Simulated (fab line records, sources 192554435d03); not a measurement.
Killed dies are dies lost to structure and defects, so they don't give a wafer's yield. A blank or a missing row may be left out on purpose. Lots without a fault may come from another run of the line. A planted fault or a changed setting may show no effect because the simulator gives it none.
fab line records | flow n5_finfet
record lots=24 wafers=72 last_day=18
route steps=1938 shown BEOL_M1@808 BEOL_M2@844
lots that met no fault: from a run of the same line without faults
start_h: hours from the record's first day to the start of the lot's first wafer shown | wait_h: hours since the lot's step before | " the same as in the row above | L1.1+2: a row that stands for several wafers | - no value, or no start given | * or withheld: withheld | < > ~ a bound
route shown NAME@n: a module of which the file shows steps, and the number in the route of the first | usual: mean/standard deviation of fault-free wafers | same: alike in all rows | chamber/n: place in a boat | sites: the reading at each site | _std_site: their standard deviation | _edge_site: outer sites' mean less inner sites' | radius_mm: how far each site lies from the wafer's centre | mask NAME#n: copy n | behind: the tool/chamber that last shaped the wafer | hold: why the lot was held/for how many hours/how that ended | device: the transistor (n, p or np) that didn't switch | end of line: the same wafers' tests at the end of the route | a step without rows: its recipe alone | killed: dies lost to structure and defects at the first sort, not the wafer's yield | map: a wafer's dies, x killed, . not, _ none there
set.NAME: the setting as run; set.NAME@STEP: as run at that earlier step | model.NAME: the simulator's own value behind a step, which no gauge read
steps of the route over a sample of lots; a table a step, a row a wafer
services: from which hour (start_h, from the record's first day; less than 0 if before it) a tool's chamber was out of use, for how many hours, and why
## steps
# step N5_BEOL_M1_CD_MEAS_35
# recipe target_cd_nm=18 target_cd_y_nm=21 polarity=opening
# usual cd_nm=18.0/0.33
# columns lot.wafer tool chamber start_h wait_h cd_nm
L074.2 cd_sem-03 - 129.45 0.0 18.2
L074.3 " - " " 17.9
L074.6 " - " " 18.0
L075.1 cd_sem-01 - 132.46 0.0 18.3
L075.2 " - " " 18.1
L075.3 " - " " 18.0
L077.2 cd_sem-01 - 137.84 0.0 18.3
L077.3 " - " " 18.3
L077.4 " - " " 17.9
L076.1 cd_sem-03 - 140.06 0.0 17.3
L076.3 " - " " 17.9
L076.4 " - " " 18.2
L078.1 cd_sem-03 - 151.40 0.0 17.6
L078.2 " - " " 18.1
L078.5 " - " " 18.4
L079.2 cd_sem-02 - 153.93 0.0 17.9
L079.4 " - " " 18.5
L079.5 " - " " 17.7
L080.1 cd_sem-03 - 154.45 0.0 18.6
L080.3 " - " " 17.9
L080.5 " - " " 18.1
L081.2 cd_sem-02 - 163.65 0.0 17.3
L081.3 " - " " 17.9
L081.6 " - " " 18.5
L082.3 cd_sem-01 - 169.49 0.0 18.3
L082.4 " - " " 18.2
L082.5 " - " " 18.1
L083.3 cd_sem-02 - 177.86 0.0 18.1
L083.5 " - " " 18.1
L083.6 " - " " 17.8
L086.1 cd_sem-02 - 194.48 0.0 18.4
L086.3 " - " " 18.1
L086.5 " - " " 18.5
L084.2 cd_sem-01 - 194.57 0.0 18.3
L084.5 " - " " 18.3
L084.6 " - " " 18.4
L085.3 cd_sem-02 - 194.85 0.0 17.5
L085.4 " - " " 17.9
L085.6 " - " " 18.0
L087.2 cd_sem-02 - 207.44 0.0 18.1
L087.4 " - " " 18.0
L087.5 " - " " 18.3
L088.1 cd_sem-02 - 209.28 0.0 17.5
L088.2 " - " " 18.4
L088.4 " - " " 18.5
L089.1 cd_sem-03 - 215.51 0.0 18.2
L089.5 " - " " 17.6
L089.6 " - " " 17.6
L090.3 cd_sem-01 - 221.56 0.0 18.4
L090.5 " - " " 17.8
L090.6 " - " " 17.8
L091.1 cd_sem-01 - 224.71 0.0 18.0
L091.4 " - " " 17.7
L091.5 " - " " 17.9
L093.2 cd_sem-03 - 238.25 0.0 17.5
L093.3 " - " " 18.1
L093.4 " - " " 18.3
L092.4 cd_sem-02 - 243.71 0.0 18.4
L092.5 " - " " 17.8
L092.6 " - " " 18.1
L094.1 cd_sem-01 - 247.49 0.0 18.0
L094.4 " - " " 18.2
L094.5 " - " " 17.9
L095.2 cd_sem-03 - 269.95 0.0 18.0
L095.4 " - " " 17.6
L095.6 " - " " 18.0
L096.1 cd_sem-03 - 275.24 0.0 17.5
L096.5 " - " " 17.4
L096.6 " - " " 17.3
L097.1 cd_sem-03 - 275.37 0.0 18.3
L097.3 " - " " 17.7
L097.5 " - " " 18.5
# step N5_BEOL_M1_SPUTTER_48
# recipe material=Cu target_thk_a=45 temp_c=-20 chamber_pressure_pa=0.07 power_w=withheld time_s=8.29
# usual throttle_valve_pct=30.9/0.74
# columns lot.wafer tool chamber start_h wait_h throttle_valve_pct
L074.2 pvd_sputter-02 - 130.57 0.3 30.3
L074.3 " - " " 31.3
L074.6 " - " " 32.3
L075.1 pvd_sputter-01 - 133.51 0.2 30.7
L075.2 " - " " 30.5
L075.3 " - " " 31.4
L077.2 pvd_sputter-01 - 138.87 0.1 32.0
L077.3 " - " " 30.4
L077.4 " - " " 31.5
L076.1 pvd_sputter-01 - 140.71 0.1 31.3
L076.3 " - " " 30.5
L076.4 " - " " 30.2
L078.1 pvd_sputter-01 - 152.39 0.1 31.8
L078.2 " - " " 31.3
L078.5 " - " " 31.4
L079.2 pvd_sputter-03 - 154.62 0.1 30.3
L079.4 " - " " 30.4
L079.5 " - " " 30.8
L080.1 pvd_sputter-02 - 159.96 0.3 32.2
L080.3 " - " " 31.0
L080.5 " - " " 31.1
L081.2 pvd_sputter-02 - 164.48 0.1 31.0
L081.3 " - " " 30.2
L081.6 " - " " 30.2
L082.3 pvd_sputter-03 - 170.78 0.1 30.5
L082.4 " - " " 29.6
L082.5 " - " " 31.3
L083.3 pvd_sputter-03 - 179.01 0.1 30.9
L083.5 " - " " 30.3
L083.6 " - " " 30.7
L086.1 pvd_sputter-02 - 195.09 0.1 31.3
L086.3 " - " " 30.0
L086.5 " - " " 32.2
L084.2 pvd_sputter-01 - 195.17 0.1 31.8
L084.5 " - " " 30.4
L084.6 " - " " 31.3
L085.3 pvd_sputter-01 - 197.29 0.1 30.4
L085.4 " - " " 30.6
L085.6 " - " " 31.9
L087.2 pvd_sputter-02 - 209.15 0.4 31.2
L087.4 " - " " 30.0
L087.5 " - " " 31.2
L088.1 pvd_sputter-03 - 210.07 0.1 30.5
L088.2 " - " " 30.6
L088.4 " - " " 31.0
L089.1 pvd_sputter-03 - 216.55 0.2 31.0
L089.5 " - " " 30.0
L089.6 " - " " 29.6
L090.3 pvd_sputter-03 - 222.59 0.1 31.1
L090.5 " - " " 30.7
L090.6 " - " " 30.8
L091.1 pvd_sputter-02 - 226.04 0.1 31.1
L091.4 " - " " 31.4
L091.5 " - " " 31.1
L093.2 pvd_sputter-02 - 239.28 0.1 30.1
L093.3 " - " " 32.1
L093.4 " - " " 30.9
L092.4 pvd_sputter-01 - 244.81 0.1 30.9
L092.5 " - " " 30.5
L092.6 " - " " 30.2
L094.1 pvd_sputter-03 - 248.48 0.2 30.2
L094.4 " - " " 31.0
L094.5 " - " " 30.8
L095.2 pvd_sputter-02 - 271.07 0.2 31.1
L095.4 " - " " 31.9
L095.6 " - " " 31.2
L096.1 pvd_sputter-03 - 276.39 0.1 30.1
L096.5 " - " " 30.5
L096.6 " - " " 30.3
L097.1 pvd_sputter-02 - 276.72 0.2 30.4
L097.3 " - " " 32.2
L097.5 " - " " 30.3
# step N5_BEOL_M1_ANNEAL_82
# recipe temp_c=400 time_s=240 ambient=vacuum
# usual heater_power_w=831/86
# columns lot.wafer tool chamber start_h wait_h heater_power_w
L074.2 pvd_sputter-02 - 131.09 0.0 814
L074.3 " - " " 815
L074.6 " - " " 895
L075.1 pvd_sputter-01 - 134.03 0.0 677
L075.2 " - " " 862
L075.3 " - " " 800
L077.2 pvd_sputter-01 - 139.39 0.0 834
L077.3 " - " " 682
L077.4 " - " " 798
L076.1 pvd_sputter-01 - 141.23 0.0 810
L076.3 " - " " 691
L076.4 " - " " 864
L078.1 pvd_sputter-01 - 152.91 0.0 841
L078.2 " - " " 794
L078.5 " - " " 815
L079.2 pvd_sputter-03 - 155.14 0.0 682
L079.4 " - " " 1001
L079.5 " - " " 989
L080.1 pvd_sputter-02 - 160.48 0.0 868
L080.3 " - " " 871
L080.5 " - " " 849
L081.2 pvd_sputter-02 - 165.00 0.0 877
L081.3 " - " " 804
L081.6 " - " " 810
L082.3 pvd_sputter-03 - 171.30 0.0 1009
L082.4 " - " " 738
L082.5 " - " " 914
L083.3 pvd_sputter-03 - 179.53 0.0 915
L083.5 " - " " 660
L083.6 " - " " 966
L086.1 pvd_sputter-02 - 195.61 0.0 859
L086.3 " - " " 803
L086.5 " - " " 900
L084.2 pvd_sputter-01 - 195.69 0.0 853
L084.5 " - " " 860
L084.6 " - " " 805
L085.3 pvd_sputter-01 - 197.81 0.0 832
L085.4 " - " " 695
L085.6 " - " " 837
L087.2 pvd_sputter-02 - 209.67 0.0 850
L087.4 " - " " 791
L087.5 " - " " 859
L088.1 pvd_sputter-03 - 210.59 0.0 669
L088.2 " - " " 983
L088.4 " - " " 917
L089.1 pvd_sputter-03 - 217.07 0.0 915
L089.5 " - " " 678
L089.6 " - " " 758
L090.3 pvd_sputter-03 - 223.11 0.0 891
L090.5 " - " " 981
L090.6 " - " " 911
L091.1 pvd_sputter-02 - 226.56 0.0 865
L091.4 " - " " 829
L091.5 " - " " 852
L093.2 pvd_sputter-02 - 239.80 0.0 835
L093.3 " - " " 921
L093.4 " - " " 861
L092.4 pvd_sputter-01 - 245.33 0.0 693
L092.5 " - " " 696
L092.6 " - " " 854
L094.1 pvd_sputter-03 - 249.00 0.0 691
L094.4 " - " " 906
L094.5 " - " " 991
L095.2 pvd_sputter-02 - 271.59 0.0 870
L095.4 " - " " 891
L095.6 " - " " 870
L096.1 pvd_sputter-03 - 276.91 0.0 694
L096.5 " - " " 1003
L096.6 " - " " 679
L097.1 pvd_sputter-02 - 277.24 0.0 817
L097.3 " - " " 890
L097.5 " - " " 795
# step N5_BEOL_M1_SPUTTER_94
# recipe material=Cu target_thk_a=45 temp_c=-20 chamber_pressure_pa=0.07 power_w=withheld time_s=8.29
# usual throttle_valve_pct=30.9/0.76
# columns lot.wafer tool chamber start_h wait_h throttle_valve_pct
L074.2 pvd_sputter-02 - 132.11 0.1 30.0
L074.3 " - " " 31.3
L074.6 " - " " 32.2
L075.1 pvd_sputter-01 - 135.05 0.1 30.6
L075.2 " - " " 30.5
L075.3 " - " " 31.1
L077.2 pvd_sputter-01 - 140.41 0.1 31.9
L077.3 " - " " 30.7
L077.4 " - " " 31.4
L076.1 pvd_sputter-01 - 142.25 0.1 31.2
L076.3 " - " " 30.5
L076.4 " - " " 30.4
L078.1 pvd_sputter-01 - 153.93 0.1 32.0
L078.2 " - " " 31.1
L078.5 " - " " 31.3
L079.2 pvd_sputter-03 - 156.16 0.1 29.9
L079.4 " - " " 30.5
L079.5 " - " " 30.5
L080.1 pvd_sputter-02 - 161.50 0.1 32.1
L080.3 " - " " 31.4
L080.5 " - " " 31.1
L081.2 pvd_sputter-02 - 166.02 0.1 31.0
L081.3 " - " " 30.2
L081.6 " - " " 30.0
L082.3 pvd_sputter-03 - 172.32 0.1 30.6
L082.4 " - " " 29.4
L082.5 " - " " 31.3
L083.3 pvd_sputter-03 - 180.55 0.1 31.1
L083.5 " - " " 30.1
L083.6 " - " " 30.6
L086.1 pvd_sputter-02 - 196.63 0.1 31.1
L086.3 " - " " 30.0
L086.5 " - " " 32.0
L084.2 pvd_sputter-01 - 196.71 0.1 31.9
L084.5 " - " " 30.3
L084.6 " - " " 31.4
L085.3 pvd_sputter-01 - 198.83 0.1 30.5
L085.4 " - " " 30.6
L085.6 " - " " 32.0
L087.2 pvd_sputter-02 - 210.69 0.1 31.0
L087.4 " - " " 30.2
L087.5 " - " " 31.1
L088.1 pvd_sputter-03 - 211.61 0.1 30.2
L088.2 " - " " 30.4
L088.4 " - " " 31.0
L089.1 pvd_sputter-03 - 218.09 0.1 31.3
L089.5 " - " " 30.3
L089.6 " - " " 29.6
L090.3 pvd_sputter-03 - 224.13 0.1 31.3
L090.5 " - " " 30.2
L090.6 " - " " 31.3
L091.1 pvd_sputter-02 - 227.58 0.1 31.1
L091.4 " - " " 31.1
L091.5 " - " " 31.2
L093.2 pvd_sputter-02 - 240.82 0.1 29.9
L093.3 " - " " 31.8
L093.4 " - " " 30.8
L092.4 pvd_sputter-01 - 246.35 0.1 30.2
L092.5 " - " " 30.7
L092.6 " - " " 30.4
L094.1 pvd_sputter-03 - 250.02 0.1 29.8
L094.4 " - " " 31.2
L094.5 " - " " 30.5
L095.2 pvd_sputter-02 - 272.61 0.1 31.2
L095.4 " - " " 32.1
L095.6 " - " " 30.9
L096.1 pvd_sputter-03 - 277.93 0.1 30.4
L096.5 " - " " 30.6
L096.6 " - " " 30.1
L097.1 pvd_sputter-02 - 278.26 0.1 30.0
L097.3 " - " " 32.0
L097.5 " - " " 30.4
# step N5_BEOL_M1_PRE_CLEAN_60
# recipe gas=NH3/H2 time_s=15 temp_c=* rf_power_w=300
# usual heater_power_w=72/14 rf_fwd_power_W=296.6/1.2
# columns lot.wafer tool chamber start_h wait_h heater_power_w rf_fwd_power_W
L074.2 cvd_co-01 2 133.39 0.1 66 295.9
L074.3 " 1 " " 88 296.2
L074.6 " 2 " " 64 297.3
L075.1 cvd_co-02 2 136.09 0.0 59 296.4
L075.2 " 0 " " 60 298.6
L075.3 " 2 " " 58 296.5
L077.2 cvd_co-01 1 141.46 0.0 87 295.6
L077.3 " 0 " " 93 296.8
L077.4 " 2 " " 63 296.7
L076.1 cvd_co-02 2 143.36 0.0 58 294.0
L076.3 " 1 " " 67 295.9
L076.4 " 2 " " 59 295.0
L078.1 cvd_co-02 1 154.97 0.0 67 296.2
L078.2 " 2 " " 57 296.9
L078.5 " 2 " " 57 296.7
L079.2 cvd_co-01 2 157.21 0.0 64 297.7
L079.4 " 2 " " 65 297.0
L079.5 " 0 " " 94 296.7
L080.1 cvd_co-02 2 162.55 0.0 58 294.6
L080.3 " 0 " " 61 298.5
L080.5 " 0 " " 59 298.6
L081.2 cvd_co-01 1 167.07 0.0 84 295.8
L081.3 " 2 " " 64 296.7
L081.6 " 0 " " 95 298.1
L082.3 cvd_co-02 2 173.38 0.1 59 294.9
L082.4 " 1 " " 68 295.2
L082.5 " 1 " " 65 295.3
L083.3 cvd_co-01 0 181.59 0.0 96 298.2
L083.5 " 0 " " 96 298.3
L083.6 " 2 " " 65 297.7
L086.1 cvd_co-02 1 197.67 0.0 63 296.5
L086.3 " 2 " " 59 294.7
L086.5 " 1 " " 65 296.5
L084.2 cvd_co-01 2 197.75 0.0 64 297.8
L084.5 " 2 " " 67 297.9
L084.6 " 1 " " 87 296.3
L085.3 cvd_co-01 0 200.03 0.1 97 296.3
L085.4 " 2 " " 66 297.4
L085.6 " 1 " " 87 295.4
L087.2 cvd_co-01 0 212.00 0.0 93 295.9
L087.4 " 0 " " 96 296.4
L087.5 " 1 " " 91 295.6
L088.1 cvd_co-02 2 212.99 0.0 59 296.5
L088.2 " 1 " " 67 295.7
L088.4 " 2 " " 58 295.7
L089.1 cvd_co-01 2 219.15 0.0 65 296.7
L089.5 " 0 " " 97 295.1
L089.6 " 2 " " 65 297.6
L090.3 cvd_co-02 0 225.21 0.0 62 298.7
L090.5 " 0 " " 61 296.9
L090.6 " 2 " " 59 294.8
L091.1 cvd_co-02 1 228.66 0.1 67 296.3
L091.4 " 0 " " 62 299.7
L091.5 " 2 " " 58 293.0
L093.2 cvd_co-02 2 241.86 0.0 58 296.6
L093.3 " 0 " " 61 299.1
L093.4 " 1 " " 67 296.2
L092.4 cvd_co-02 1 247.42 0.1 68 296.1
L092.5 " 0 " " 62 297.1
L092.6 " 2 " " 59 294.8
L094.1 cvd_co-02 0 251.07 0.0 61 297.5
L094.4 " 1 " " 65 297.1
L094.5 " 0 " " 62 298.7
L095.2 cvd_co-01 1 273.66 0.0 87 297.0
L095.4 " 0 " " 97 296.9
L095.6 " 1 " " 86 296.7
L096.1 cvd_co-01 1 278.98 0.0 85 296.3
L096.5 " 2 " " 64 295.9
L096.6 " 1 " " 83 296.0
L097.1 cvd_co-01 0 279.36 0.1 98 297.9
L097.3 " 2 " " 65 297.0
L097.5 " 1 " " 86 296.1
# step N5_BEOL_M2_HM_DEP_02
# recipe material=TiN target_thk_a=200 temp_c=25 chamber_pressure_pa=0.49996
# usual throttle_valve_pct=30.6/0.78
# columns lot.wafer tool chamber start_h wait_h throttle_valve_pct
L074.2 pvd_sputter-03 - 137.47 3.7 29.4
L074.3 " - " " 31.4
L074.6 " - " " 29.7
L075.1 pvd_sputter-03 - 137.79 1.2 30.1
L075.2 " - " " 30.6
L075.3 " - " " 29.6
L077.2 pvd_sputter-01 - 142.75 0.9 31.1
L077.3 " - " " 31.7
L077.4 " - " " 30.7
L076.1 pvd_sputter-01 - 144.57 0.8 31.3
L076.3 " - " " 30.7
L076.4 " - " " 30.6
L078.1 pvd_sputter-01 - 159.94 4.6 30.8
L078.2 " - " " 30.6
L078.5 " - " " 31.8
L079.2 pvd_sputter-01 - 160.20 2.6 30.4
L079.4 " - " " 30.5
L079.5 " - " " 30.6
L080.1 pvd_sputter-01 - 163.46 0.5 30.6
L080.3 " - " " 32.1
L080.5 " - " " 30.5
L081.2 pvd_sputter-03 - 167.63 0.1 29.4
L081.3 " - " " 31.2
L081.6 " - " " 29.2
L082.3 pvd_sputter-03 - 177.23 3.4 30.7
L082.4 " - " " 30.0
L082.5 " - " " 31.1
L083.3 pvd_sputter-01 - 182.33 0.3 31.9
L083.5 " - " " 31.3
L083.6 " - " " 30.5
L086.1 pvd_sputter-03 - 199.17 1.1 30.5
L086.3 " - " " 30.9
L086.5 " - " " 29.2
L084.2 pvd_sputter-01 - 199.21 1.0 30.8
L084.5 " - " " 30.8
L084.6 " - " " 31.8
L085.3 pvd_sputter-01 - 201.97 1.5 31.3
L085.4 " - " " 30.4
L085.6 " - " " 31.3
L087.2 pvd_sputter-03 - 213.63 1.2 30.0
L087.4 " - " " 30.6
L087.5 " - " " 29.6
L088.1 pvd_sputter-03 - 214.33 0.9 30.3
L088.2 " - " " 31.2
L088.4 " - " " 29.5
L089.1 pvd_sputter-03 - 220.25 0.7 31.0
L089.5 " - " " 29.7
L089.6 " - " " 29.2
L090.3 pvd_sputter-02 - 225.71 0.1 31.4
L090.5 " - " " 32.1
L090.6 " - " " 31.2
L091.1 pvd_sputter-03 - 229.19 0.1 31.1
L091.4 " - " " 29.4
L091.5 " - " " 30.0
L093.2 pvd_sputter-03 - 243.29 1.0 31.2
L093.3 " - " " 29.1
L093.4 " - " " 30.4
L092.4 pvd_sputter-03 - 248.10 0.3 30.8
L092.5 " - " " 30.4
L092.6 " - " " 30.3
L094.1 pvd_sputter-03 - 251.70 0.2 29.5
L094.4 " - " " 30.7
L094.5 " - " " 29.5
L095.2 pvd_sputter-02 - 275.43 1.4 30.2
L095.4 " - " " 31.2
L095.6 " - " " 31.1
L096.1 pvd_sputter-01 - 280.51 1.1 30.8
L096.5 " - " " 31.6
L096.6 " - " " 30.6
L097.1 pvd_sputter-03 - 281.40 1.6 30.4
L097.3 " - " " 29.3
L097.5 " - " " 29.5
## services
# columns tool chamber start_h hours kind
cvd_co-02 1 114.77 - clean
cvd_co-02 1 114.77 22.0 scheduled_down
cvd_co-02 1 114.77 22.0 vent_cycle
pvd_sputter-02 - 115.51 1.1 repair
cvd_co-01 - 139.25 1.2 repair
cvd_co-02 0 164.38 13.9 repair
cvd_co-01 - 168.86 1.6 repair
cvd_co-02 - 174.31 6.0 pm
cvd_co-01 - 183.26 5.3 repair
cvd_co-02 - 225.46 0.6 repair
## key
fault none
